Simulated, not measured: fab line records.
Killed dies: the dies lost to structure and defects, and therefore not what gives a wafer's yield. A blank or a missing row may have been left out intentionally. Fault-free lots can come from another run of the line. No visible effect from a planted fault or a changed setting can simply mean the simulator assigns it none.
Matching of chambers | flow n5 finfet | uv cure-01 running N5_BEOL_M11_CURE_71: 3 sister chambers
The step cures SiCOH lowk, time 240 s. 16 wafers are shown with their chamber, then 8 later ones without.

== WAFERS WITH THEIR CHAMBER ==
wafer  | chamber | wafer_temp_C_max | lamp power pct (%)
L077.2 | 1       | 387.6            | 52.32
L077.4 | 1       | 387.3            | 52.38
L077.6 | 1       | 386.9            | 52.27
L079.1 | 1       | 389.2            | 52.35
L079.2 | 1       | 388.3            | 52.35
L079.4 | 1       | 386.9            | 52.36
L082.1 | 0       | 387.0            | 52.27
L082.3 | 0       | 386.1            | 52.29
L082.4 | 0       | 387.1            | 52.29
L085.1 | 1       | 389.3            | 52.34
L085.2 | 1       | 387.9            | 52.33
L085.3 | 1       | 388.0            | 52.31
L085.4 | 1       | 389.4            | 52.29
L085.5 | 1       | 388.0            | 52.39
L085.6 | 1       | 388.7            | 52.38
L088.2 | 2       | 388.3            | 52.31

SIGNATURES, as means of the wafers listed above
reading          | chamber 0 | chamber 1 | chamber 2 | scatter within a chamber
wafer_temp_C_max | 386.733   | 388.125   | 388.300   | 0.84
lamp power pct   | 52.2833   | 52.3392   | 52.3100   | 0.0344
Rule: a wafer's distance from a chamber is the root of the sum, over the readings, of the square of ((its reading less the chamber's mean) divided by the reading's scatter). The wafer belongs to the nearest chamber; if the next one is less than 2 further off, it can't be placed. The scatter is the square root of a quotient: the sum, over the shown wafers, of each reading's squared deviation from its chamber's mean, divided by wafers minus chambers.

== WAFERS WITH NO CHAMBER GIVEN ==
wafer  | wafer_temp_C_max | lamp power pct (%)
L088.3 | 387.4            | 52.28
L088.5 | 388.9            | 52.31
L091.2 | 387.7            | 52.30
L091.5 | 387.6            | 52.33
L091.6 | 387.6            | 52.38
L094.2 | 387.2            | 52.32
L094.5 | 388.5            | 52.31
L094.6 | 387.0            | 52.29

== CHAMBER TAKEN BY EACH ==
wafer  | from the rows above          | in truth
L088.3 | can't be placed: 0 or 2 or 1 | 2
L088.5 | can't be placed: 2 or 1 or 0 | 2
L091.2 | can't be placed: 2 or 1 or 0 | 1
L091.5 | can't be placed: 1 or 2 or 0 | 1
L091.6 | can't be placed: 1 or 2 or 0 | 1
L094.2 | can't be placed: 0 or 1 or 2 | 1
L094.5 | can't be placed: 2 or 1      | 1
L094.6 | can't be placed: 0 or 2 or 1 | 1
Correctly placed: 0 of 8. These rows do not allow placing 8 (true chamber among the candidates in 8). Wrongly placed: 0.
